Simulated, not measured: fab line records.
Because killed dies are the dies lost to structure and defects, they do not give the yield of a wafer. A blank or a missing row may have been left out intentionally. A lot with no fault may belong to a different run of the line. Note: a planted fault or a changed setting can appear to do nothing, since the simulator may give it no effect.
Lot-split experiment -- flow n5 finfet -- on a route of 1938 steps: 7 lots, 21 wafers read

## ABOUT THE SPLIT
At N5_BEOL_M6_ILD_DEP_00 (deposits SiCOH lowk from DEMS/porogen, target thk 179.75 nm, time 33.4 s), the setting time s was moved away from the recipe's 33.4 s on 5 of the 21 wafers read, by -14.0% to -8.3%. The other wafers ran this setting at the recipe's value.

## FROM THE SPLIT ON TO THE READING: in between, the file shows 1 step
- N5_BEOL_M6_CURE_74: cures SiCOH lowk, time 240 s

## THE READING
At N5_BEOL_M6_THK_MEAS_01: M6_ILD_THK, given in nm. Fault-free wafers of this fab line usually give 154.8 nm, standard deviation 2.4 nm.

wafer,"tool, chamber at the split","time s as run, s",against the recipe,"M6_ILD_THK, nm",against lot-mates on the recipe
L075.1,"pecvd-04, 2",28.74,-14.0%,137.4,-21.6
L075.4,"pecvd-04, 2",33.4,recipe,159.0,-
L075.5,"pecvd-04, 0",28.74,-14.0%,136.5,-22.5
L076.1,"pecvd-04, 1",33.4,recipe,153.9,-
L076.2,"pecvd-04, 0",33.4,recipe,155.5,-
L076.5,"pecvd-04, 0",33.4,recipe,156.0,-
L081.1,"pecvd-01, 2",33.4,recipe,152.1,-
L081.2,"pecvd-01, 1",33.4,recipe,153.3,-
L081.4,"pecvd-01, 2",33.4,recipe,154.8,-
L086.2,"pecvd-01, 0",30.62,-8.3%,142.7,-16.8
L086.3,"pecvd-01, 2",30.62,-8.3%,141.2,-18.3
L086.4,"pecvd-01, 1",33.4,recipe,159.5,-
L085.1,"pecvd-03, 1",29.75,-10.9%,133.4,-18.8
L085.4,"pecvd-03, 2",33.4,recipe,151.8,-
L085.5,"pecvd-03, 0",33.4,recipe,152.5,-
L088.2,"pecvd-03, 2",33.4,recipe,151.9,-
L088.4,"pecvd-03, 1",33.4,recipe,154.8,-
L088.5,"pecvd-03, 2",33.4,recipe,153.8,-
L095.4,"pecvd-01, 0",33.4,recipe,158.1,-
L095.5,"pecvd-01, 2,1",33.4,recipe,158.5,-
L095.6,"pecvd-01, 2,1",33.4,recipe,158.5,-
When a row names more than one chamber, that row covers several wafers, and the file does not tell which wafer ran in which chamber.

FIT RESULTS
A straight line over all 21 wafers: M6_ILD_THK changes by +1.49 nm for each +1% of time s; r = +0.94; the points scatter about the line by 2.9 nm.
The same after taking each lot's own level away (the mean of its wafers on the recipe; 21 wafers): +1.7 nm for each +1%; r = +0.99; scatter 1.5 nm.
The reading moves by 24 nm for the largest change in time s, on that fit.
Measured against the standard deviation above, the lots' own levels, which go from 152.15 to 159.50 nm, span 3.1 times it.
Thus the slope moves with the lot-to-lot level: the two fits are different.
Check: -25 nm against its lot-mates is what the line predicts for one of the wafers moved furthest among these (-14.0%) when that wafer is left out of the fit. It came out at -21.6 nm against them.

## THESE WAFERS: OTHER SPLITS
These wafers also went through other splits before the reading. Each is held against what the fit with the lots' levels taken away leaves over:
other split on the same wafers,wafers away from the commonest value,r with M6_ILD_THK (lot level and that fit taken away)
N5_BEOL_M5_DESCUM_16 time s,9,-0.06

## THE WHOLE CHAIN: every reading that the file lists as answering this split, in the file's order
step,what it does,reading,change (the file's fit),r (the file's)
N5_BEOL_M6_ILD_DEP_00,"deposits SiCOH lowk from DEMS/porogen, target thk 179.75 nm, time 33.4 s","SiCOH_lowk_of_BEOL_M6_ILD_DEP_00.thk nm (the simulator's own value, which no gauge read)",+1.97 nm for each +1% of the setting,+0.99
N5_BEOL_M6_CURE_74,"cures SiCOH lowk, time 240 s","SiCOH_lowk_of_BEOL_M6_ILD_DEP_00.thk nm (the simulator's own value, which no gauge read)",+1.72 nm for each +1% of the setting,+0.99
N5_BEOL_M6_THK_MEAS_01,,M6_ILD_THK,+1.72 for each +1% of the setting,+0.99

## THE FILE'S OWN FIT
M6_ILD_THK changes by +1.72 nm for each +1% of time s, r = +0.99.
